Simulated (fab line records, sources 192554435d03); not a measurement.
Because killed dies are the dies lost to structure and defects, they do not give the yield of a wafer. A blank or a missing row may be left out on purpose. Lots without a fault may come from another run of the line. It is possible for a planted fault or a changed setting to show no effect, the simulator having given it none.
fab line records | flow n5-finfet
record lots=10 wafers=30 last-day=17
route steps=1938 shown BEOL_M12@1649 BEOL_M13@1665 PASSIVATION@1936
lots that met no fault: taken from a fault-free run of the same line
start-h: the number of hours between the record's first day and the start of the first shown wafer of the lot | wait-h: how many hours have passed since the lot's step before this one | " identical to the entry in the row above | L1.1+2: one row covering several wafers at once | - no value, or no start was given | * or withheld: withheld | < > ~ a bound
route shown NAME@n: a module of which the file shows steps, and the number in the route of the first | usual: the fault-free wafers' mean and standard deviation | same: alike in all rows | chamber/n: place in a boat | sites: the reading at each site | _std_site: how widely they spread, as a standard deviation | _edge_site: the outer-site mean with the inner-site mean subtracted | radius-mm: how far each site lies from the wafer's centre | mask NAME#n: copy n | behind: tool/chamber where the wafer was last shaped | hold: what put the lot on hold/how long, in hours/how the hold closed | device: names the non-switching transistor (n, p or np) | end of line: the tests these same wafers got at the end of their route | a step with no rows: only its recipe | killed: not the wafer's yield, but the dies lost to structure and defects at the first sort | map: shows each die of a wafer: x if killed, . if not, _ if none is there
set.NAME: the setting that was run; set.NAME@STEP: the one run at that earlier step | model.NAME: the simulator's own value behind a step, which no gauge read
route steps across a sampled set of lots; one table per step, one row per wafer
services: the hour from which a tool's chamber was out of use, counted from the record's first day as start-h (under 0 if before that day), plus the number of hours and why
## steps
# step N5_BEOL_M12_SPUTTER_44
# recipe material=Ta target-thk-a=100 temp-c=50 bias-v=80 power-w=15000 chamber-pressure-pa=0.07 time-s=16.13
# usual throttle-valve-pct=30.0/0.88
# columns lot.wafer tool chamber start-h wait-h throttle-valve-pct
L258.1 pvd-sputter-01 - 252.55 0.0 29.4
L258.3 " - " " 30.1
L258.6 " - " " 29.1
L262.1 pvd-sputter-03 - 262.23 0.0 30.9
L262.4 " - " " 29.9
L262.6 " - " " 30.0
L266.4 pvd-sputter-01 - 300.17 0.0 29.9
L266.5 " - " " 31.5
L266.6 " - " " 29.2
L267.2 pvd-sputter-01 - 310.50 0.0 30.0
L267.4 " - " " 29.0
L267.5 " - " " 29.1
L269.1 pvd-sputter-02 - 311.91 0.0 28.7
L269.2 " - " " 29.6
L269.3 " - " " 28.8
L271.1 pvd-sputter-01 - 323.21 0.0 30.5
L271.4 " - " " 31.6
L271.6 " - " " 31.7
L270.1 pvd-sputter-02 - 324.90 0.0 29.2
L270.2 " - " " 28.8
L270.6 " - " " 28.8
L272.2 pvd-sputter-03 - 340.12 0.0 29.8
L272.3 " - " " 30.5
L272.5 " - " " 30.4
L274.2 pvd-sputter-03 - 347.93 0.0 30.2
L274.4 " - " " 29.9
L274.6 " - " " 30.7
L277.1 pvd-sputter-01 - 360.21 0.0 30.5
L277.3 " - " " 29.8
L277.4 " - " " 29.3
# step N5_BEOL_M12_RS_MEAS_54
# recipe thk-meas-gauge=four-point-probe reads=Cu_of_BEOL_M12_ECD_47+Ta_of_BEOL_M12_SPUTTER_44+TaN_of_BEOL_M12_SPUTTER_43
# usual M12_RS=0.0604/0.0009
# columns lot.wafer tool chamber start-h wait-h M12_RS[ohm/sq]
L258.1 film-metro-01 - 253.69 0.0 0.0592
L258.3 " - " " 0.0591
L258.6 " - " " 0.0594
L262.1 film-metro-01 - 263.28 0.0 0.0604
L262.4 " - " " 0.0598
L262.6 " - " " 0.0588
L266.4 film-metro-02 - 301.23 0.0 0.0593
L266.5 " - " " 0.0591
L266.6 " - " " 0.0606
L267.2 film-metro-02 - 311.58 0.1 0.0606
L267.4 " - " " 0.0609
L267.5 " - " " 0.0617
L269.1 film-metro-02 - 312.98 0.0 0.0598
L269.2 " - " " 0.0610
L269.3 " - " " 0.0602
L271.1 film-metro-02 - 324.27 0.0 0.0608
L271.4 " - " " 0.0603
L271.6 " - " " 0.0613
L270.1 film-metro-01 - 325.96 0.0 0.0602
L270.2 " - " " 0.0615
L270.6 " - " " 0.0600
L272.2 film-metro-02 - 341.18 0.0 0.0603
L272.3 " - " " 0.0604
L272.5 " - " " 0.0602
L274.2 film-metro-01 - 348.99 0.0 0.0601
L274.4 " - " " 0.0597
L274.6 " - " " 0.0601
L277.1 film-metro-01 - 362.02 0.0 0.0610
L277.3 " - " " 0.0613
L277.4 " - " " 0.0614
# step N5_BEOL_M13_EXPOSE_07
# recipe mask-id=V12 na=0.93 source-shape=conventional sigma-outer=0.6 polarization=unpolarized attpsm-phase-deg=180 dose-mj=24.8
# usual exposure-dose-mJ-cm2=24.783/0.024
# columns lot.wafer tool chamber start-h wait-h mask exposure-dose-mJ-cm2
L258.1 krf-scanner-02 0 254.04 - V12#0 24.785
L258.3 " 0 " " V12#0 24.777
L258.6 " 0 " " V12#0 24.775
L262.1 krf-scanner-02 0 263.63 - V12#0 24.816
L262.4 " 0 " " V12#0 24.774
L262.6 " 0 " " V12#0 24.777
L266.4 krf-scanner-02 0 301.59 - V12#0 26.255
L266.5 " 0 " " V12#0 26.267
L266.6 " 0 " " V12#0 26.236
L267.2 krf-scanner-02 0 311.93 - V12#0 25.962
L267.4 " 0 " " V12#0 25.964
L267.5 " 0 " " V12#0 26.008
L269.1 krf-scanner-02 0 313.32 - V12#0 25.715
L269.2 " 0 " " V12#0 25.719
L269.3 " 0 " " V12#0 25.721
L271.1 krf-scanner-01 0 324.61 - V12#0 24.762
L271.4 " 0 " " V12#0 24.789
L271.6 " 0 " " V12#0 24.776
L270.1 krf-scanner-01 0 326.30 - V12#0 24.730
L270.2 " 0 " " V12#0 24.755
L270.6 " 0 " " V12#0 24.729
L272.2 krf-scanner-01 0 341.66 - V12#0 24.795
L272.3 " 0 " " V12#0 24.800
L272.5 " 0 " " V12#0 24.781
L274.2 krf-scanner-01 0 349.34 - V12#0 24.820
L274.4 " 0 " " V12#0 24.768
L274.6 " 0 " " V12#0 24.783
L277.1 krf-scanner-01 0 362.49 - V12#0 24.745
L277.3 " 0 " " V12#0 24.746
L277.4 " 0 " " V12#0 24.771
# step N5_BEOL_M13_CD_MEAS_10
# recipe target-cd-nm=190 landing-energy-ev=500 detector=se-inlens polarity=opening
# usual cd-nm=189.9/1.4
# columns lot.wafer tool chamber start-h wait-h cd-nm
L258.1 cd-sem-01 0 254.21 - 188.5
L258.3 " 0 " " 188.4
L258.6 " 0 " " 187.4
L262.1 cd-sem-02 0 263.80 - 189.0
L262.4 " 0 " " 190.0
L262.6 " 0 " " 190.1
L266.4 cd-sem-01 0 301.75 - 194.5
L266.5 " 0 " " 194.5
L266.6 " 0 " " 195.0
L267.2 cd-sem-03 0 312.09 - 194.3
L267.4 " 0 " " 194.5
L267.5 " 0 " " 194.3
L269.1 cd-sem-02 0 313.50 - 193.3
L269.2 " 0 " " 193.9
L269.3 " 0 " " 194.0
L271.1 cd-sem-03 0 324.78 - 189.6
L271.4 " 0 " " 189.5
L271.6 " 0 " " 190.7
L270.1 cd-sem-03 0 326.47 - 191.8
L270.2 " 0 " " 192.2
L270.6 " 0 " " 191.5
L272.2 cd-sem-01 0 341.82 - 190.4
L272.3 " 0 " " 192.2
L272.5 " 0 " " 191.3
L274.2 cd-sem-03 0 349.51 - 190.6
L274.4 " 0 " " 191.3
L274.6 " 0 " " 191.8
L277.1 cd-sem-03 0 362.66 - 191.7
L277.3 " 0 " " 189.9
L277.4 " 0 " " 191.1
# step N5_BEOL_M13_ETCH_59
# recipe chemistry=N2/H2 target=BARC target-depth-a=890 overetch-a=267 time-s=67.9 ion-energy-ev=200 pressure-mtorr=30 source-w=840 bias-w=150 n2-flow-sccm=200 h2-flow-sccm=200
# usual drypump-motor-current-A=5.9/0.6 oes-product-au=0.69/0.076 rf-vpp-V=524.4/2.6 showerhead-plenum-p-Torr=2.56/0.094 throttle-valve-pct=17.82/0.21
# columns lot.wafer tool chamber start-h wait-h drypump-motor-current-A oes-product-au rf-hours-counter-h rf-vpp-V showerhead-plenum-p-Torr throttle-valve-pct
L258.1 rie-diel-01 3 254.34 0.0 6.2 0.65 131 520.5 2.45 17.72
L258.3 " 0 " " 5.8 0.76 45 527.5 2.69 17.58
L258.6 " 3 " " 6.2 0.65 - 520.5 2.45 17.73
L262.1 rie-diel-01 2 263.92 0.0 6.6 0.78 16 522.0 2.49 17.88
L262.4 " 3 " " 6.2 0.64 134 521.3 2.45 17.72
L262.6 " 1 " " 4.7 0.76 - 523.5 2.60 17.84
L266.4 rie-diel-01 0 301.87 0.0 5.8 0.73 60 527.3 2.69 17.59
L266.5 " 1 " " 4.7 0.75 - 524.9 2.60 17.85
L266.6 " 0 " " 5.8 0.74 - 526.9 2.69 17.60
L267.2 rie-diel-03 3 312.22 0.0 6.5 0.71 55 529.1 2.69 17.58
L267.4 " 1 " " 6.1 0.61 - 526.6 2.64 17.99
L267.5 " 3 " " 6.4 0.71 - 526.9 2.69 17.57
L269.1 rie-diel-04 0 313.62 0.0 5.4 0.63 204 526.2 2.63 18.16
L269.2 " 1 " " 5.4 0.73 50 524.0 2.57 17.73
L269.3 " 2 " " 6.2 0.80 17 522.7 2.49 17.73
L271.1 rie-diel-01 3 324.97 0.0 6.2 0.63 149 519.7 2.44 17.76
L271.4 " 1 " " 4.7 0.75 43 525.6 2.59 17.86
L271.6 " 1 " " 4.7 0.74 - 523.2 2.59 17.89
L270.1 rie-diel-04 1 326.60 0.0 5.4 0.73 55 526.5 2.57 17.74
L270.2 " 2 " " 6.1 0.80 22 522.5 2.49 17.73
L270.6 " 1 " " 5.4 0.72 - 524.9 2.57 17.72
L272.2 rie-diel-03 3 342.16 0.0 6.4 0.70 66 529.8 2.68 17.58
L272.3 " 0 " " 5.1 0.60 212 521.5 2.41 17.78
L272.5 " 3 " " 6.4 0.71 - 526.6 2.68 17.59
L274.2 rie-diel-04 0 350.01 0.0 5.4 0.62 216 525.7 2.62 18.19
L274.4 " 3 " " 6.8 0.80 10 530.4 2.71 17.33
L274.6 " 3 " " 6.8 0.80 - 528.9 2.71 17.32
L277.1 rie-diel-03 3 362.78 0.0 6.4 0.69 72 527.8 2.68 17.61
L277.3 " 2 " " 5.5 0.59 246 522.9 2.50 18.21
L277.4 " 1 " " 6.1 0.59 201 526.9 2.63 18.01
# step N5_BEOL_M13_CD_MEAS_17
# recipe target-cd-nm=190 polarity=opening
# usual cd-nm=190.5/1.6
# columns lot.wafer tool chamber start-h wait-h cd-nm
L258.1 cd-sem-03 - 254.83 0.0 188.1
L258.3 " - " " 188.1
L258.6 " - " " 187.7
L262.1 cd-sem-02 - 264.42 0.0 189.6
L262.4 " - " " 191.0
L262.6 " - " " 191.7
L266.4 cd-sem-03 - 302.37 0.0 196.4
L266.5 " - " " 195.4
L266.6 " - " " 195.7
L267.2 cd-sem-02 - 312.71 0.0 195.1
L267.4 " - " " 194.4
L267.5 " - " " 195.3
L269.1 cd-sem-01 - 314.12 0.0 193.6
L269.2 " - " " 194.3
L269.3 " - " " 195.2
L271.1 cd-sem-03 - 325.46 0.0 189.1
L271.4 " - " " 190.6
L271.6 " - " " 191.7
L270.1 cd-sem-02 - 327.09 0.0 192.3
L270.2 " - " " 193.4
L270.6 " - " " 192.0
L272.2 cd-sem-03 - 342.66 0.0 191.1
L272.3 " - " " 193.4
L272.5 " - " " 191.3
L274.2 cd-sem-01 - 350.50 0.0 189.9
L274.4 " - " " 192.0
L274.6 " - " " 192.5
L277.1 cd-sem-02 - 363.29 0.0 192.4
L277.3 " - " " 190.1
L277.4 " - " " 192.7
# step N5_PASSIVATION_PROBE_49
# usual defect-limited-yield=91.7/1.5 killed_at_M0_to_M3=30/8.6 killed_at_M4_up=12/4.5 killed-at-contacts=13/5.8 killed-at-front-end=38/11 killed-at-other=4/3 killed-dies=97/17 killed-on-rim=13/3.6 killed-open=63/12 killed-short=32/8.8 sort_bin_5_function=4.8/0.91 sort_bin_6_memory=3.1/0.68 sort-n-pass=1083/17 sort-yield-pct=91.7/1.5
# same gross-dies=1180 killed-at-back-side=0 sort_bin_4_leakage[%]=0 sort_bin_8_speed[%]=0
# columns lot.wafer tool chamber start-h wait-h defect-limited-yield[%] killed_at_M0_to_M3 killed_at_M4_up killed-at-contacts killed-at-front-end killed-at-other killed-dies killed-on-rim killed-open killed-short sort_bin_5_function[%] sort_bin_6_memory[%] sort-n-pass sort-yield-pct[%]
L258.1 prober-02 - 292.78 0.0 92.7 33 8 21 20 4 86 9 57 29 4.2 2.8 1094 92.7
L258.3 prober-02 - 292.88 0.1 92.7 35 4 14 25 8 86 6 64 21 4.5 2.7 1094 92.7
L258.6 prober-02 - 293.03 0.3 91.8 41 12 18 17 9 97 12 63 32 4.1 3.7 1083 91.8
L271.1 prober-01 - 357.49 0.0 89.8 45 9 15 47 4 120 18 71 49 6.4 3.3 1060 89.8
L271.4 prober-01 - 357.64 0.2 91.6 21 24 11 41 2 99 12 55 43 5.4 2.5 1081 91.6
L271.6 prober-01 - 357.74 0.3 90.4 28 18 19 39 9 113 18 78 35 5.5 3.8 1067 90.4
L272.2 prober-01 - 378.05 0.1 90.7 36 7 20 42 5 110 12 74 33 5.3 3.6 1070 90.7
L272.3 prober-01 - 378.10 0.1 92.2 42 7 12 25 6 92 13 52 40 3.8 3.6 1088 92.2
L272.5 prober-01 - 378.20 0.2 90.4 24 21 19 41 8 113 17 73 37 6.2 3.1 1067 90.4
L274.2 prober-02 - 385.17 0.1 91.0 40 19 11 36 0 106 10 78 28 4.8 3.8 1074 91.0
L274.4 prober-02 - 385.27 0.2 89.6 47 12 8 47 9 123 16 90 32 6.2 3.9 1057 89.6
L274.6 prober-02 - 385.37 0.3 90.6 24 20 3 60 4 111 14 75 34 5.1 3.8 1069 90.6
# killed by level:class
L258.1 MOL_CONTACT_COAG:geometric-particle:open=16 BEOL_M3:geometric-particle:open=9 FIN_SAQP:geometric-particle:short=7 BEOL_M1:geometric-particle:open=7 MOL_CONTACT_COAG:geometric-particle:short=5 BEOL_M0:geometric-particle:open=5 BEOL_M4:geometric-particle:open=4 STI_FIN_REVEAL:geometric-particle:open=3
L258.3 MOL_CONTACT_COAG:geometric-particle:open=13 FIN_SAQP:geometric-particle:open=9 BEOL_M0_SAQP:geometric-particle:open=9 BEOL_M3:geometric-particle:open=8 DUMMY_GATE:geometric-particle:open=5 BEOL_M0_SAQP:geometric-particle:short=5 BEOL_M0:geometric-particle:open=5 BEOL_M2:geometric-particle:open=5
L258.6 MOL_CONTACT_COAG:geometric-particle:open=15 BEOL_M2:geometric-particle:open=11 BEOL_M0_SAQP:geometric-particle:open=8 BEOL_M0_SAQP:geometric-particle:short=7 BEOL_M4:geometric-particle:open=5 BEOL_M2:geometric-particle:short=4 BEOL_M3:geometric-particle:open=4 PASS1_CAP:geometric-particle:short=4
L271.1 BEOL_M0_SAQP:geometric-particle:open=16 FIN_SAQP:geometric-particle:short=14 STI_FIN_REVEAL:geometric-particle:open=12 MOL_CONTACT_COAG:geometric-particle:open=8 BEOL_M0_SAQP:geometric-particle:short=7 MOL_CONTACT_COAG:geometric-particle:short=7 FIN_SAQP:geometric-particle:open=6 BEOL_M2:geometric-particle:open=5
L271.4 FIN_SAQP:geometric-particle:short=18 MOL_CONTACT_COAG:geometric-particle:open=10 FIN_SAQP:geometric-particle:open=9 BEOL_M4:geometric-particle:short=8 BEOL_M2:geometric-particle:open=6 BEOL_M4:geometric-particle:open=6 BEOL_M5:geometric-particle:open=5 BEOL_M3:geometric-particle:open=4
L271.6 FIN_SAQP:geometric-particle:open=22 MOL_CONTACT_COAG:geometric-particle:open=15 FIN_SAQP:geometric-particle:short=7 BEOL_M1:geometric-particle:open=7 BEOL_M4:geometric-particle:short=6 BEOL_M0_SAQP:geometric-particle:open=5 MOL_CONTACT_COAG:geometric-particle:short=4 BEOL_M1:geometric-particle:short=4
L272.2 MOL_CONTACT_COAG:geometric-particle:open=17 STI_FIN_REVEAL:geometric-particle:open=17 BEOL_M1:geometric-particle:open=7 DUMMY_GATE:geometric-particle:open=6 FIN_SAQP:geometric-particle:short=5 BEOL_M0_SAQP:geometric-particle:short=5 BEOL_M3:geometric-particle:open=5 BEOL_M3:geometric-particle:short=4
L272.3 BEOL_M0_SAQP:geometric-particle:open=12 MOL_CONTACT_COAG:geometric-particle:open=11 BEOL_M0_SAQP:geometric-particle:short=9 FIN_SAQP:geometric-particle:short=6 BEOL_M2:geometric-particle:open=6 DUMMY_GATE:geometric-particle:open=4 BEOL_M1:geometric-particle:open=4 STARTING-WAFER:geometric-particle:short=4
L272.5 MOL_CONTACT_COAG:geometric-particle:open=15 BEOL_M4:geometric-particle:open=7 STI_FIN_REVEAL:geometric-particle:open=6 DUMMY_GATE:geometric-particle:short=6 BEOL_M0_SAQP:geometric-particle:short=6 STARTING-WAFER:geometric-particle:open=6 FIN_SAQP:geometric-particle:short=5 FIN_SAQP:geometric-particle:open=5
L274.2 BEOL_M3:geometric-particle:open=16 BEOL_M4:geometric-particle:open=13 STI_FIN_REVEAL:geometric-particle:open=11 MOL_CONTACT_COAG:geometric-particle:open=10 BEOL_M0_SAQP:geometric-particle:open=10 BEOL_M0_SAQP:geometric-particle:short=8 FIN_SAQP:geometric-particle:short=4 ILD0:geometric-particle:open=4
L274.4 STI_FIN_REVEAL:geometric-particle:open=13 BEOL_M0_SAQP:geometric-particle:open=11 BEOL_M2:geometric-particle:open=8 BEOL_M3:geometric-particle:open=8 FIN_SAQP:geometric-particle:open=7 ILD0:geometric-particle:open=7 ILD0:geometric-particle:short=7 MOL_CONTACT_COAG:geometric-particle:open=7
L274.6 FIN_SAQP:geometric-particle:open=25 BEOL_M4:geometric-particle:open=10 FIN_SAQP:geometric-particle:short=8 STI_FIN_REVEAL:geometric-particle:open=7 BEOL_M0_SAQP:geometric-particle:short=6 BEOL_M1:geometric-particle:open=5 DUMMY_GATE:geometric-particle:open=4 BEOL_M0_SAQP:geometric-particle:open=4
## services
# columns tool chamber start-h hours kind
rie-diel-01 - 229.97 2.8 pm
rie-diel-04 1 239.23 6.4 repair
rie-diel-04 2 247.20 - clean
rie-diel-04 2 247.20 - consumable-replace:focus-ring
rie-diel-04 2 247.20 17.3 scheduled-down
rie-diel-04 2 247.20 17.3 vent-cycle
krf-scanner-02 0 269.89 - calibration
rie-diel-01 3 284.47 7.4 repair
rie-diel-04 3 295.36 - clean
rie-diel-04 3 295.36 - consumable-replace:focus-ring
rie-diel-04 3 295.36 - consumable-replace:showerhead
rie-diel-04 3 295.36 27.3 scheduled-down
rie-diel-04 3 295.36 27.3 vent-cycle
krf-scanner-01 - 301.17 0.5 repair
krf-scanner-02 - 320.11 0.8 pm
krf-scanner-01 - 335.24 4.0 pm
krf-scanner-01 0 344.57 - calibration
pvd-sputter-01 - 352.67 1.6 repair
krf-scanner-02 - 359.05 1.3 pm
krf-scanner-02 - 361.65 1.0 pm
## key
first-sign step=N5_BEOL_M13_EXPOSE_07 reading=exposure-dose-mJ-cm2 direction=up sigmas=49 usual=24.783 struck=25.983
effect step=N5_BEOL_M13_CD_MEAS_10 reading=cd-nm direction=up sigmas=3.1 usual=189.9 struck=194.3 through=control-loop
effect step=N5_BEOL_M13_CD_MEAS_17 reading=cd-nm direction=up sigmas=2.9 usual=190.5 struck=195.0 through=control-loop
met-at N5_BEOL_M13_EXPOSE_07
struck-lots L266,L267,L269
loop-trim step=N5_BEOL_M13_EXPOSE_07 setting=dose lots=L267,L269
not-acting-at N5_BEOL_M12_SPUTTER_44,N5_BEOL_M12_RS_MEAS_54,N5_BEOL_M13_ETCH_59
onset-between 263.63 301.59
earlier-fault kind=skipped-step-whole tool=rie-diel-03 chamber=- onset-h=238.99 steps=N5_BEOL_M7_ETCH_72 scope=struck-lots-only
earlier-fault kind=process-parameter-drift tool=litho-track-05 chamber=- onset-h=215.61 steps=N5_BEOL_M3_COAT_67 channel=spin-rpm offset=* shape=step acts-in=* stated=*
fault kind=process-parameter-drift tool=krf-scanner-02 chamber=- onset-h=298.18 steps=N5_BEOL_M13_EXPOSE_07 channel=dose-mj offset=1.4615 shape=step acts-in=these-recipes-only stated=24.8
# loop-trim: a control loop set the setting to another value than it would have without faults
